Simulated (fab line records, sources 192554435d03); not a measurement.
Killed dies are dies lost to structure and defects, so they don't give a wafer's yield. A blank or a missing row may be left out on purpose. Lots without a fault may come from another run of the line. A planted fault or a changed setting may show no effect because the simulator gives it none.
One fault seen from 2 desks | flow n5_finfet | each desk has only its own numbers; what lay behind them comes last

THE TOOL OWNER'S DESK: epi_rpcvd-02
The tool's own readings at N5_SD_EPI_N_EPI_21 (deposits Si:P, time 690 s): means of the sampled wafers that have a number, for each lot that ran on this tool. A lot is out of limits, marked OUT, if its mean lies more than 4 standard deviations from the usual mean; the brackets give that distance.
Columns: A = lamp_inner_pct at N5_SD_EPI_N_EPI_21, usual 16.76 %; B = susceptor_temp_C at N5_SD_EPI_N_EPI_21, usual 679.97 C; C = susceptor_temp_C_max at N5_SD_EPI_N_EPI_21, usual 681.9
lot  | first seen here | A     | B                | C
L512 | day 3 09:19     | 16.68 | 680.12           | 682.5
L513 | day 3 15:16     | 16.74 | 680.21           | 682.6
L514 | day 3 20:21     | 16.13 | 667.61 (-46) OUT | 670.2 (-16) OUT
L515 | day 4 05:50     | 15.94 | 667.92 (-45) OUT | 670.7 (-15) OUT
L517 | day 4 19:03     | 16.14 | 667.92 (-45) OUT | 670.6 (-16) OUT
L534 | day 9 03:55     | 16.78 | 679.88           | 682.1
This desk's finding: out of limits on L514, L515, L517; first on L514, day 3 20:21 (susceptor_temp_C at N5_SD_EPI_N_EPI_21). In limits: L512, L513, L534.

THE METROLOGY DESK
What the gauges read, lot by lot, whatever tool the lot ran on: means of the sampled wafers that have a number. A lot is out of limits, marked OUT, if its mean lies more than 4 standard deviations from the usual mean; the brackets give that distance. Of its 16 readings 7 are shown: the one that was out of limits first, and those that lie furthest out on some lot.
Columns: A = thk_nm at N5_SD_EPI_N_EPI_MEAS_23, usual 58.8 nm; B = RS_SD_N at N5_SD_ACTIVATION_RS_MEAS_03, usual 22.0 ohm/sq; C = RS_SD_P at N5_SD_ACTIVATION_RS_MEAS_03, usual 56.4 ohm/sq; D = ION_N at N5_BEOL_M4_RC_MEAS_101, usual 672 uA/um; E = REXT_N at N5_BEOL_M4_RC_MEAS_101, usual 74.7 ohm.um; F = RS_SD_N at N5_BEOL_M4_RC_MEAS_101, usual 28.5 ohm/sq; G = VT_N at N5_BEOL_M4_RC_MEAS_101, usual 251 mV
lot  | first seen here | A               | B              | C    | D   | E               | F              | G
L512 | day 3 07:18     | 59.0            | 21.8           | 56.3 | 663 | 75.3            | 28.2           | 254
L513 | day 3 13:32     | 58.3            | 22.1           | 57.5 | 673 | 75.0            | 28.7           | 250
L514 | day 3 18:26     | 46.4 (-10) OUT  | 27.4 (+17) OUT | 56.2 | 661 | 80.9 (+4.2) OUT | 35.6 (+19) OUT | 254
L515 | day 4 03:33     | 46.2 (-11) OUT  | 27.0 (+16) OUT | 56.5 | 669 | 82.7 (+5.4) OUT | 35.0 (+17) OUT | 251
L517 | day 4 16:23     | 47.9 (-9.1) OUT | 26.9 (+15) OUT | 55.7 | 670 | 77.8            | 34.8 (+17) OUT | 249
L527 | day 7 00:15     | 57.7            | 22.5           | 55.7 | 656 | 73.7            | 29.0           | 255
L528 | day 7 07:44     | 57.3            | 22.4           | 55.1 | 672 | 75.3            | 29.1           | 253
L534 | day 9 02:10     | 59.6            | 22.0           | 56.5 | 665 | 71.5            | 28.6           | 255
This desk's finding: out of limits on L514, L515, L517; first on L514, day 3 22:04 (thk_nm at N5_SD_EPI_N_EPI_MEAS_23). In limits: L512, L513, L527, L528, L534.

PUT TOGETHER
The tool owner's desk could have raised an alarm at day 3 20:21, on L514, L515, L517.
The metrology desk could have raised an alarm at day 3 22:04, on L514, L515, L517.
Of the lots named, all ran N5_SD_EPI_N_EPI_21 on epi_rpcvd-02.

WHAT THE SIMULATOR HAD PUT IN
Process parameter drift: epi_rpcvd-02, from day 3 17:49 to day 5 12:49, at N5_SD_EPI_N_EPI_21. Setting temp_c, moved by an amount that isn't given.
Lots struck among those shown: L514, L515, L517.
Hours from the fault's start to each desk's first reading out of limits: the tool owner's desk, 3; the metrology desk, 4.
